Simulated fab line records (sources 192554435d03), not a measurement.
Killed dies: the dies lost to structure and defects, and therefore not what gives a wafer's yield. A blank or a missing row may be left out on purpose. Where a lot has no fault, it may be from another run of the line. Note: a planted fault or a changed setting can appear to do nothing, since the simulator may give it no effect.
Chamber matching | flow n5 finfet | rie diel-06 running N5_STI_FIN_REVEAL_STRIP_24: 4 sister chambers
The step strips in N2/H2, time 90 s. 8 wafers are shown with their chamber, then 9 later ones without.

== WAFERS PAIRED WITH THEIR CHAMBERS ==
wafer  | chamber | drypump motor current A (A) | showerhead plenum p Torr (Torr)
L074.6 | 2       | 6.0                         | 3.27
L086.1 | 1       | 5.7                         | 3.53
L087.2 | 3       | 4.9                         | 3.43
L087.5 | 2       | 6.0                         | 3.25
L087.6 | 3       | 4.9                         | 3.43
L088.2 | 1       | 5.7                         | 3.53
L088.3 | 0       | 6.9                         | 3.28
L088.5 | 0       | 6.8                         | 3.28

== WAFERS WHOSE CHAMBER IS MISSING ==
wafer  | drypump motor current A (A) | showerhead plenum p Torr (Torr)
L094.2 | 5.7                         | 3.52
L094.3 | 4.9                         | 3.42
L094.4 | 4.9                         | 3.42
L095.1 | 4.9                         | 3.42
L095.3 | 5.9                         | 3.24
L095.4 | 4.9                         | 3.42
L096.2 | 6.0                         | 3.24
L096.3 | 5.7                         | 3.52
L096.6 | 5.7                         | 3.52

== WHICH CHAMBER EACH ONE RAN IN ==
wafer  | from the rows above | in truth
L094.2 | 1                   | 1
L094.3 | 3                   | 3
L094.4 | 3                   | 3
L095.1 | 3                   | 3
L095.3 | 2                   | 2
L095.4 | 3                   | 3
L096.2 | 2                   | 2
L096.3 | 1                   | 1
L096.6 | 1                   | 1
Placed correctly: 9 of 9. Can't be placed from these rows: 0. Wrongly placed: 0.
How it was worked out, from the rows above alone: a wafer's distance from a chamber is the root of the sum, over the readings, of the square of ((its reading less the chamber's mean) divided by the reading's scatter). The wafer belongs to the nearest chamber; if the next one is less than 2 further off, it can't be placed. The mean given for a chamber averages the wafers shown for that chamber. The scatter is the square root of a quotient: the sum, over the shown wafers, of each reading's squared deviation from its chamber's mean, divided by wafers minus chambers.
